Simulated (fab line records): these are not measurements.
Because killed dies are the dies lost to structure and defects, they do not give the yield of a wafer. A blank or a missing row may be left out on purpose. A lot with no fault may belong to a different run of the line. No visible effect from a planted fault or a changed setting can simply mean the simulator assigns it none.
Which of the tools did it? | flow n5-finfet | 8 lots with 24 wafers sampled at 5 steps, on a route of 1938 steps

== WHAT EACH GAUGE READ, for each wafer ==
N5_BEOL_M4_RC_MEAS_101.
lot  | measured     | on        | DIBL_N (mV/V)
L543 | day 7 23:20  | prober-02 | 34.3 36.1 36.9
L546 | day 8 17:38  | prober-01 | 36.9 38.4 36.7
L547 | day 8 18:03  | prober-02 | 34.7 36.7 35.4
L549 | day 9 10:29  | prober-01 | 37.8 38.4 39.3
L552 | day 10 02:59 | prober-02 | 37.6 35.8 35.6
L553 | day 10 01:27 | prober-01 | 35.0 35.1 34.2
L565 | day 14 08:34 | prober-02 | 35.0 34.2 32.9
L566 | day 14 01:01 | prober-01 | 38.4 36.2 36.0

== WHICH TOOL RAN EACH LOT (tool, then ch and the chambers of the sampled wafers, then the start) ==
lot  | N5_MOL_CONTACT_COAG_ETCH_105       | N5_MOL_CONTACT_COAG_STRIP_98       | N5_MOL_CONTACT_COAG_CO_FILL_22  | N5_MOL_CONTACT_COAG_CMP_23
L543 | rie-diel-04 ch 0,2, day 4 18:40    | rie-diel-04 ch 0,2, day 4 18:56    | cvd-co-01 ch 0,1,2, day 4 21:50 | cmp-01 ch 0,1,2, day 5 01:24
L546 | rie-diel-05 ch 1,2,3, day 5 07:34  | rie-diel-05 ch 1,2,3, day 5 07:50  | cvd-co-02 ch 1,2, day 5 11:11   | cmp-04 ch 2,3, day 5 15:23
L547 | rie-diel-02 ch 0,1, day 5 15:01    | rie-diel-02 ch 0,1, day 5 15:17    | cvd-co-01 ch 0,1,2, day 5 18:34 | cmp-03 ch 0,1,3, day 5 21:10
L549 | rie-diel-02 ch 0,1,2, day 6 05:36  | rie-diel-02 ch 0,1,2, day 6 05:52  | cvd-co-02 ch 1,2, day 6 09:47   | cmp-03 ch 1,2,3, day 6 13:13
L552 | rie-diel-04 ch 0,2,3, day 6 22:57  | rie-diel-04 ch 0,2,3, day 6 23:14  | cvd-co-01 ch 1,2, day 7 02:05   | cmp-01 ch 0,2, day 7 04:16
L553 | rie-diel-02 ch 0,2,3, day 7 00:44  | rie-diel-02 ch 0,2,3, day 7 01:01  | cvd-co-02 ch 0,1,2, day 7 02:31 | cmp-04 ch 0,3, day 7 05:02
L565 | rie-diel-02 ch 1,2,3, day 10 04:14 | rie-diel-02 ch 1,2,3, day 10 04:30 | cvd-co-01 ch 0,1, day 10 07:52  | cmp-04 ch 0,1, day 10 10:57
L566 | rie-diel-04 ch 1,3, day 10 11:19   | rie-diel-04 ch 1,3, day 10 11:35   | cvd-co-01 ch 0,1, day 10 13:16  | cmp-04 ch 1,2,3, day 10 15:20
- N5_MOL_CONTACT_COAG_ETCH_105: etches SiARC in CF4, target depth 15.6 nm, time 26 s.
- N5_MOL_CONTACT_COAG_STRIP_98: strips in N2/H2.
- N5_MOL_CONTACT_COAG_CO_FILL_22: material Co, precursor CCTBA/H2, target thk 20 nm.
- N5_MOL_CONTACT_COAG_CMP_23: polishes, stops on SiO2, t overpolish 1.5 s, target thk 0 nm.

== THE ANSWER, worked out from the rows above alone ==
Rule: usual is defined by the lots themselves. The widest of any qualifying gaps counts: lots, ordered by their means at a reading, are off when they make up no more than a third of the lots, leave a main group of 4 or more, and stand apart from it by 3 or more times the standard deviation of that group's means. If all means in a main group match to the digits the tables above print for the reading, that group is not used. A lot without any number at a reading at which 4 lots or more have one is off too. Any other lot the step has rows for is counted as sound.
No lot is off at any reading shown: from this, nothing can be told.

== WHAT THE SIMULATOR HAD PUT IN ==
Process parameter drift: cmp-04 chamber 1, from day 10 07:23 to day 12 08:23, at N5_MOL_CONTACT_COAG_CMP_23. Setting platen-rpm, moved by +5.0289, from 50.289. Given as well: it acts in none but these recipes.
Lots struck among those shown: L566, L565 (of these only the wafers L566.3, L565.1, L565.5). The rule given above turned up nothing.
